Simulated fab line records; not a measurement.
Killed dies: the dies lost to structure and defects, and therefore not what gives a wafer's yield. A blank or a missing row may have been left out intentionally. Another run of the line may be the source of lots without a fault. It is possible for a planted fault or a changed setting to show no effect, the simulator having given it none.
Chamber matching + flow n5 finfet + 4 sister chambers for N5_FIN_SAQP_ETCH_51 on rie diel-01
The step etches SiARC in CF4, target depth 45.5 nm, time 75.8 s. 4 wafers are shown with their chamber, then 9 later ones without.

WAFERS, EACH WITH ITS CHAMBER
| wafer  | chamber | drypump motor current A (A) |
|--------|---------|-----------------------------|
| L078.4 | 2       | 5.7                         |
| L079.4 | 1       | 5.7                         |
| L084.1 | 3       | 4.8                         |
| L084.6 | 0       | 6.5                         |

WAFERS WHOSE CHAMBER IS MISSING
| wafer  | drypump motor current A (A) |
|--------|-----------------------------|
| L089.2 | 5.7                         |
| L089.3 | 5.8                         |
| L089.6 | 5.7                         |
| L094.1 | 4.8                         |
| L094.5 | 5.7                         |
| L094.6 | 4.8                         |
| L096.1 | 5.7                         |
| L096.2 | 6.5                         |
| L096.3 | 4.8                         |

CHAMBER TAKEN BY EACH
| wafer  | from the rows above     | in truth |
|--------|-------------------------|----------|
| L089.2 | can't be placed: 1 or 2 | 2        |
| L089.3 | can't be placed: 1 or 2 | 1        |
| L089.6 | can't be placed: 1 or 2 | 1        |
| L094.1 | 3                       | 3        |
| L094.5 | can't be placed: 1 or 2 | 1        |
| L094.6 | 3                       | 3        |
| L096.1 | can't be placed: 1 or 2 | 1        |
| L096.2 | 0                       | 0        |
| L096.3 | 3                       | 3        |
Placed correctly: 4 of 9. Cannot be placed on the basis of these rows: 5; the candidates contain the true chamber in 5. Placed wrongly: 0.
How it was worked out, from the rows above alone: a wafer's distance from a chamber is the root of the sum, over the readings, of the square of ((its reading less the chamber's mean) divided by the reading's scatter). The wafer belongs to the nearest chamber; if the next one is less than 2 further off, it can't be placed. A chamber's mean is the mean of its shown wafers. The scatter: root of mean squared gap, hidden wafer to nearest shown wafer, with one shown wafer a chamber.
